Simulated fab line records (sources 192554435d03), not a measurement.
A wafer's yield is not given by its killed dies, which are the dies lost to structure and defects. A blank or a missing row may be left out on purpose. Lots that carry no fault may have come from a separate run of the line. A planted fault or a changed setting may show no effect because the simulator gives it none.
Chamber matching ; flow n5_finfet ; N5_BEOL_M8_CURE_74 on uv_cure-02: 3 sister chambers
The step cures SiCOH lowk, time 240 s. 3 wafers are shown with their chamber, then 7 later ones without.

## WAFERS WITH THEIR CHAMBER
wafer;chamber;wafer_temp_C_max
L324.5;0;388.6
L329.6;2;387.3
L328.3;1;386.2

## WAFERS WHOSE CHAMBER IS MISSING
wafer;wafer_temp_C_max
L328.4;386.1
L330.2;387.2
L330.4;387.4
L330.5;387.3
L332.1;387.0
L332.4;387.1
L332.5;387.2

## WHICH CHAMBER EACH ONE RAN IN
wafer;from the rows above;in truth
L328.4;1;1
L330.2;2;2
L330.4;2;2
L330.5;2;2
L332.1;2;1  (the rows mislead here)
L332.4;2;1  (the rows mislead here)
L332.5;2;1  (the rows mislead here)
Correct placement for 4 of the 7. Left unplaced by these rows: 0. Wrongly placed: 3.
How it was worked out, from the rows above alone: a wafer's distance from a chamber is the root of the sum, over the readings, of the square of ((its reading less the chamber's mean) divided by the reading's scatter). If the next closest chamber is less than 2 further off than the closest, the wafer can't be placed; otherwise it belongs to the closest. For every chamber, the mean is computed from those of its wafers that are shown. The scatter: root of mean squared gap, hidden wafer to nearest shown wafer, with one shown wafer a chamber.
